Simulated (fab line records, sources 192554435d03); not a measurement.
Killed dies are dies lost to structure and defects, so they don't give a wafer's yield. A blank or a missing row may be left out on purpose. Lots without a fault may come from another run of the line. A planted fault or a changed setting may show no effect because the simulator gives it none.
fab line records | flow n5_finfet
record lots=11 wafers=33 last_day=20
route steps=1938 shown BEOL_M10@1485
lots that met no fault: from a run of the same line without faults
start_h: hours from the record's first day to the start of the lot's first wafer shown | wait_h: hours since the lot's step before | " the same as in the row above | L1.1+2: a row that stands for several wafers | - no value, or no start given | * or withheld: withheld | < > ~ a bound
route shown NAME@n: a module of which the file shows steps, and the number in the route of the first | usual: mean/standard deviation of fault-free wafers | same: alike in all rows | chamber/n: place in a boat | sites: the reading at each site | _std_site: their standard deviation | _edge_site: outer sites' mean less inner sites' | radius_mm: how far each site lies from the wafer's centre | mask NAME#n: copy n | behind: the tool/chamber that last shaped the wafer | hold: why the lot was held/for how many hours/how that ended | device: the transistor (n, p or np) that didn't switch | end of line: the same wafers' tests at the end of the route | a step without rows: its recipe alone | killed: dies lost to structure and defects at the first sort, not the wafer's yield | map: a wafer's dies, x killed, . not, _ none there
set.NAME: the setting as run; set.NAME@STEP: as run at that earlier step | model.NAME: the simulator's own value behind a step, which no gauge read
steps of the route over a sample of lots; a table a step, a row a wafer
services: from which hour (start_h, from the record's first day; less than 0 if before it) a tool's chamber was out of use, for how many hours, and why
## steps
# step N5_BEOL_M10_INSPECT_13
# recipe mode=adi inspect_instrument=brightfield
# usual raw_defect_count=410/87
# columns lot.wafer tool chamber start_h wait_h raw_defect_count
L693.2 defect_inspect-01 - 241.58 0.0 397
L693.4 " - " " 324
L693.5 " - " " 531
L692.2 defect_inspect-02 - 241.74 0.0 404
L692.4 " - " " 338
L692.6 " - " " 239
L694.3 defect_inspect-02 - 247.11 0.0 497
L694.4 " - " " 306
L694.5 " - " " 526
L695.1 defect_inspect-02 - 273.27 0.0 424
L695.5 " - " " 495
L695.6 " - " " 481
L701.1 defect_inspect-01 - 322.58 0.0 387
L701.3 " - " " 352
L701.5 " - " " 280
L702.3 defect_inspect-01 - 343.32 0.0 290
L702.5 " - " " 443
L702.6 " - " " 333
L709.2 defect_inspect-01 - 372.61 0.0 313
L709.4 " - " " 427
L709.6 " - " " 407
L712.1 defect_inspect-01 - 375.44 0.0 378
L712.2 " - " " 582
L712.6 " - " " 432
L713.2 defect_inspect-02 - 385.04 0.0 487
L713.3 " - " " 390
L713.6 " - " " 378
L714.1 defect_inspect-02 - 385.69 0.0 439
L714.2 " - " " 532
L714.4 " - " " 420
L715.1 defect_inspect-01 - 413.82 0.0 415
L715.2 " - " " 488
L715.4 " - " " 513
# step N5_BEOL_M10_DESCUM_16
# recipe chemistry=O2 time_s=7.9 source_power_w=50 bias_power_w=20 pressure_mtorr=20 rf_frequency_hz=2.712e+07 temp_c=40 resist=CAR-ArF o2_flow_sccm=225
# usual drypump_motor_current_A=5.6/0.39 oes_product_au=0.82/0.079 rf_vpp_V=243.8/1.1 showerhead_plenum_p_Torr=2.14/0.045 throttle_valve_pct=20.3/0.31
# columns lot.wafer tool chamber start_h wait_h drypump_motor_current_A oes_product_au rf_hours_counter_h rf_vpp_V showerhead_plenum_p_Torr throttle_valve_pct
L693.2 rie_diel-04 0 241.91 0.3 6.1 0.90 47 246.1 2.15 20.1
L693.4 " 3 " " 5.5 0.87 31 243.1 2.16 20.1
L693.5 " 2 " " 6.0 0.71 - 244.1 2.08 20.6
L692.2 rie_diel-06 2 241.92 0.2 5.6 0.93 12 242.9 2.14 20.0
L692.4 " 1 " " 5.6 0.80 103 242.9 2.11 20.6
L692.6 " 1 " " 5.6 0.79 - 243.8 2.11 20.6
L694.3 rie_diel-01 0 247.20 0.1 5.9 0.85 46 244.6 2.23 20.0
L694.4 " 2 " " 5.9 0.79 89 244.5 2.20 20.1
L694.5 " 2 " " 5.9 0.78 - 245.8 2.20 20.1
L695.1 rie_diel-04 3 273.31 0.0 5.5 0.86 41 244.8 2.15 20.1
L695.5 " 2 " " 5.9 0.71 - 243.7 2.08 20.6
L695.6 " 3 " " 5.5 0.86 - 244.4 2.15 20.2
L701.1 rie_diel-04 0 322.97 0.4 6.1 0.87 72 242.7 2.14 20.1
L701.3 " 1 " " 6.2 0.69 242 242.7 2.16 21.0
L701.5 " 1 " " 6.2 0.69 - 244.4 2.16 20.9
L702.3 rie_diel-06 2 343.65 0.3 5.6 0.86 48 242.7 2.13 20.0
L702.5 " 1 " " 5.5 0.77 - 243.1 2.10 20.7
L702.6 " 2 " " 5.6 0.86 - 243.6 2.13 20.0
L709.2 rie_diel-01 3 372.65 0.0 5.2 0.81 97 243.8 2.11 20.2
L709.4 " 1 " " 5.3 0.95 12 244.7 2.13 20.2
L709.6 " 3 " " 5.2 0.81 - 242.9 2.11 20.2
L712.1 rie_diel-06 1 375.65 0.2 5.5 0.77 145 243.6 2.10 20.7
L712.2 " 0 " " 5.2 0.85 73 243.9 2.13 19.9
L712.6 " 1 " " 5.6 0.76 - 241.8 2.10 20.7
L713.2 rie_diel-01 0 385.32 0.3 5.9 0.81 90 244.2 2.21 20.0
L713.3 " 3 " " 5.2 0.82 103 244.8 2.11 20.2
L713.6 " 0 " " 5.9 0.80 - 244.9 2.21 20.1
L714.1 rie_diel-04 3 385.83 0.1 5.5 0.80 82 243.4 2.14 20.2
L714.2 " 0 " " 6.1 0.83 96 243.8 2.13 20.1
L714.4 " 2 " " 5.9 0.92 12 242.2 2.07 20.3
L715.1 rie_diel-04 0 414.14 0.3 6.1 0.83 105 243.5 2.13 20.1
L715.2 " 2 " " 5.9 0.91 21 242.6 2.07 20.3
L715.4 " 1 " " 6.2 0.94 12 244.0 2.16 20.7
# step N5_BEOL_M10_VIA_ETCH_34
# recipe chemistry=C4F6/O2 target=SiCOH_lowk target_depth_a=1845 mask_material=SOC taper_deg=4 time_s=69.2 ion_energy_ev=250 pressure_mtorr=30 source_w=345 bias_w=185 Ar_flow_sccm=300 C4F6_flow_sccm=10 O2_flow_sccm=10
# usual drypump_motor_current_A=5.7/0.39 oes_product_au=0.83/0.078 rf_vpp_V=668/17 showerhead_plenum_p_Torr=2.91/0.067 throttle_valve_pct=20.7/0.3
# columns lot.wafer tool chamber start_h wait_h drypump_motor_current_A oes_product_au rf_hours_counter_h rf_vpp_V showerhead_plenum_p_Torr throttle_valve_pct
L693.2 rie_diel-06 3 243.34 0.0 4.9 0.68 229 663 2.71 20.9
L693.4 " 0 " " 5.2 0.91 27 683 2.88 20.1
L693.5 " 3 " " 4.9 0.68 - 663 2.71 20.9
L692.2 rie_diel-04 2 243.59 0.0 6.0 0.71 223 672 2.82 21.0
L692.4 " 0 " " 6.1 0.90 48 674 2.89 20.4
L692.6 " 2 " " 5.9 0.71 - 675 2.82 21.0
L694.3 rie_diel-04 1 248.37 0.0 6.2 0.71 221 663 2.95 21.4
L694.4 " 3 " " 5.5 0.87 33 702 2.90 20.5
L694.5 " 0 " " 6.1 0.89 - 676 2.89 20.4
L695.1 rie_diel-04 0 275.70 0.0 6.1 0.88 57 674 2.88 20.4
L695.5 " 3 " " 5.5 0.86 - 701 2.90 20.5
L695.6 " 2 " " 5.9 0.69 - 672 2.82 21.0
L701.1 rie_diel-01 0 325.76 0.0 5.9 0.82 71 666 3.02 20.6
L701.3 " 2 " " 5.9 0.77 115 653 2.95 20.5
L701.5 " 2 " " 5.9 0.76 - 652 2.95 20.5
L702.3 rie_diel-06 2 344.93 0.0 5.6 0.86 48 636 2.89 20.5
L702.5 " 2 " " 5.6 0.85 - 638 2.89 20.5
L702.6 " 3 " " 4.9 0.92 - 672 3.03 20.6
L709.2 rie_diel-06 0 373.96 0.0 5.2 0.83 72 681 2.86 20.2
L709.4 " 2 " " 5.6 0.83 59 638 2.89 20.5
L709.6 " 0 " " 5.2 1.07 - 682 2.86 20.3
L712.1 rie_diel-06 0 377.80 0.0 5.2 1.05 73 682 2.85 20.3
L712.2 " 3 " " 4.9 0.88 21 672 3.03 20.6
L712.6 " 2 " " 5.6 1.06 - 635 2.89 20.6
L714.1 rie_diel-04 1 388.12 0.0 6.3 0.97 3 662 2.94 21.2
L714.2 " 0 " " 6.1 0.83 97 673 2.87 20.4
L714.4 " 3 " " 5.5 0.80 83 699 2.88 20.6
L713.2 rie_diel-04 3 388.75 0.0 5.5 0.81 83 697 2.88 20.6
L713.3 " 1 " " 6.2 0.97 3 662 2.94 21.2
L713.6 " 0 " " 6.1 0.83 - 674 2.87 20.4
L715.1 rie_diel-04 1 416.05 0.0 6.3 0.94 12 663 2.93 21.2
L715.2 " 3 " " 5.5 0.79 91 700 2.88 20.6
L715.4 " 0 " " 6.1 0.82 105 675 2.86 20.4
# step N5_BEOL_M10_CURE_72
# recipe temp_c=370 time_s=120 ambient=DMADMS/He material=SiCOH_lowk
# usual lamp_power_pct=52.30/0.053 wafer_temp_C_max=371.9/0.55
# columns lot.wafer tool chamber start_h wait_h lamp_power_pct wafer_temp_C_max
L693.2 uv_cure-02 2 243.92 0.1 52.26 372.9
L693.4 " 2 " " 52.24 372.0
L693.5 " 2 " " 52.45 372.6
L692.2 uv_cure-03 0 244.23 0.2 52.40 371.1
L692.4 " 0 " " 52.37 371.1
L692.6 " 0 " " 52.33 370.9
L694.3 uv_cure-03 1 248.95 0.1 52.30 371.7
L694.4 " 1 " " 52.28 372.2
L694.5 " 1 " " 52.36 372.3
L695.1 uv_cure-02 2 276.18 0.0 52.20 372.5
L695.5 " 2 " " 52.29 373.3
L695.6 " 2 " " 52.26 372.6
L701.1 uv_cure-03 0 326.25 0.0 52.34 371.3
L701.3 " 0 " " 52.34 371.4
L701.5 " 0 " " 52.24 371.8
L702.3 uv_cure-03 2 345.65 0.1 52.17 372.0
L702.5 " 2 " " 52.26 372.3
L702.6 " 2 " " 52.36 371.8
L709.2 uv_cure-01 2 374.80 0.3 52.33 371.2
L709.4 " 2 " " 52.36 371.6
L709.6 " 2 " " 52.30 371.6
L712.1 uv_cure-02 0 378.28 0.0 52.28 371.4
L712.2 " 0 " " 52.37 371.4
L712.6 " 0 " " 52.30 371.6
L714.1 uv_cure-01 2 388.72 0.0 52.34 371.3
L714.2 " 2 " " 52.28 371.5
L714.4 " 2 " " 52.33 371.7
L713.2 uv_cure-02 1 389.29 0.1 52.26 372.0
L713.3 " 1 " " 52.38 371.7
L713.6 " 1 " " 52.30 371.3
L715.1 uv_cure-03 1 416.66 0.1 52.28 372.6
L715.2 " 1 " " 52.33 372.5
L715.4 " 1 " " 52.34 372.7
## services
# columns tool chamber start_h hours kind
uv_cure-02 - 250.78 4.0 repair
rie_diel-01 - 252.18 2.8 pm
uv_cure-03 - 272.43 7.5 pm
uv_cure-03 - 298.18 7.1 repair
rie_diel-06 3 304.55 - clean
rie_diel-06 3 304.55 - consumable_replace:focus_ring
uv_cure-03 - 305.55 2.8 pm
rie_diel-04 2 335.54 - clean
rie_diel-04 2 335.54 - consumable_replace:focus_ring
rie_diel-04 2 335.54 23.7 scheduled_down
rie_diel-04 2 335.54 23.7 vent_cycle
rie_diel-04 1 338.83 3.5 repair
uv_cure-01 - 340.79 2.1 pm
uv_cure-02 - 344.70 7.5 pm
rie_diel-06 1 354.22 10.2 repair
rie_diel-01 0 354.91 5.7 repair
uv_cure-02 - 355.44 7.5 pm
rie_diel-04 1 359.22 - clean
rie_diel-04 1 359.22 - consumable_replace:focus_ring
rie_diel-04 1 359.22 19.2 scheduled_down
rie_diel-04 1 359.22 19.2 vent_cycle
uv_cure-02 - 362.99 5.0 pm
uv_cure-03 - 372.66 0.3 repair
uv_cure-02 - 374.17 2.2 repair
## key
first_sign step=N5_BEOL_M10_VIA_ETCH_34 reading=oes_product_au direction=up sigmas=2.9 usual=0.83 struck=1.06
effect none on later readings
met_at N5_BEOL_M10_VIA_ETCH_34
struck_lots L709,L712
struck_wafers L709.6,L712.1,L712.6
not_acting_at N5_BEOL_M10_INSPECT_13,N5_BEOL_M10_DESCUM_16,N5_BEOL_M10_CURE_72
onset_between 344.93 373.96
fault kind=process_parameter_drift tool=rie_diel-06 chamber=- onset_h=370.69 steps=N5_BEOL_M10_VIA_ETCH_34 channel=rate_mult offset=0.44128 shape=step end_h=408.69 scope=struck_wafers_only
